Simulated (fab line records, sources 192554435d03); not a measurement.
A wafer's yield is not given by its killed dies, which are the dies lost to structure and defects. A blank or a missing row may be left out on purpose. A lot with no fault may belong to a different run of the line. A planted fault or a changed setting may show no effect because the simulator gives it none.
Code-filled problem report in 8D (eight disciplines) form | flow n5 finfet | the parts of the form that need people (team, actions taken, sign-off) are left out

== 1. WHAT IS WRONG ==
Wafers free of any fault read 155.1 nm (standard deviation 1.8) for M7_ILD_THK at N5_BEOL_M7_THK_MEAS_01, against a mean of 122.7 nm on 3 wafers of 3 lots. That puts it -18 standard deviations away from the usual mean.
First observed at day 13 05:00: wafer L778.5, on film metro-01. The record has a number at this step for 31 wafers belonging to 11 lots. Rule for "out", or "out of limits": more than 4 standard deviations from the usual mean. Any other wafer with a number is counted as sound.

== 2. WHAT IT IS, AND WHAT IT ISN'T ==
question                    | is                     | is not
which readings at this step | M7_ILD_THK             | -
which lots                  | L777, L778, L783       | L763, L765, L768, L769, L770, L771, L772, L773
which wafers of those lots  | L777.5, L778.5, L783.4 | L777.3, L778.6, L783.2, L783.6
read on which gauges        | film metro-01          | film metro-02
when                        | from day 13 05:00      | up to then (25 sound wafers); but 3 sound wafers of L777, L783 came after

== 3. WHAT RULES OUT EACH SUSPECT ==
Counting: if a tool at a process step up to the reading ran every lot that is out, it stays a suspect. Sound lots after the first of them don't rule it out here, since some wafers of a struck lot are sound.
- the gauge at N5_BEOL_M7_THK_MEAS_01: kept. All the wafers that are out were read on film metro-01, and no step on other tools shows them out.
- pecvd-01 at N5_BEOL_M7_ILD_DEP_00 (deposits SiCOH lowk from DEMS/porogen, target thk 179.75 nm, time 33.4 s): kept. It ran every lot that is out, first L778 (day 13 04:13); its last sound lot up to then is L772 (day 11 17:44).
Left after counting: pecvd-01 at N5_BEOL_M7_ILD_DEP_00, film metro-01 at N5_BEOL_M7_THK_MEAS_01.

== 4. THE CAUSE (what the simulator had put in) ==
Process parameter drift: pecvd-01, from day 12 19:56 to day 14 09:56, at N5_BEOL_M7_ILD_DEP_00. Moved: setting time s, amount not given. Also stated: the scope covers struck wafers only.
This tool is one of the 2 suspects left after counting.

== 5. THE CHAIN OF EFFECTS, in route order ==
Rows list readings where the struck wafers' mean (over those with a number) sits beyond 3 standard deviations from the usual. Readings are gone through only where the record gives a usual standard deviation; hours: the median, over the lots, of the time from a lot's start at the first step in this table giving one to that lot's start at this step; sigmas: the change measured in usual standard deviations.
hours | step                   | reading    | usual    | on struck wafers | change | sigmas
0     | N5_BEOL_M7_THK_MEAS_01 | M7_ILD_THK | 155.1 nm | 122.7            | -32.4  | -18

== 6. WHAT WOULD HAVE CAUGHT IT SOONER ==
Counted from the fault's start at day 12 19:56, it took 9 hours until the first out-of-limits reading at a measuring or inspecting step in this record, taken at day 13 05:00.
An alarm limit of 4 standard deviations would not have fired on the tool readings at N5_BEOL_M7_ILD_DEP_00 for which the record gives a usual standard deviation, since none of them was out on any struck wafer.
Lots out: 3; of these, L777, L783 started N5_BEOL_M7_ILD_DEP_00 on pecvd-01 after day 13 05:00. A hold on the tool at that time would have spared those 2.
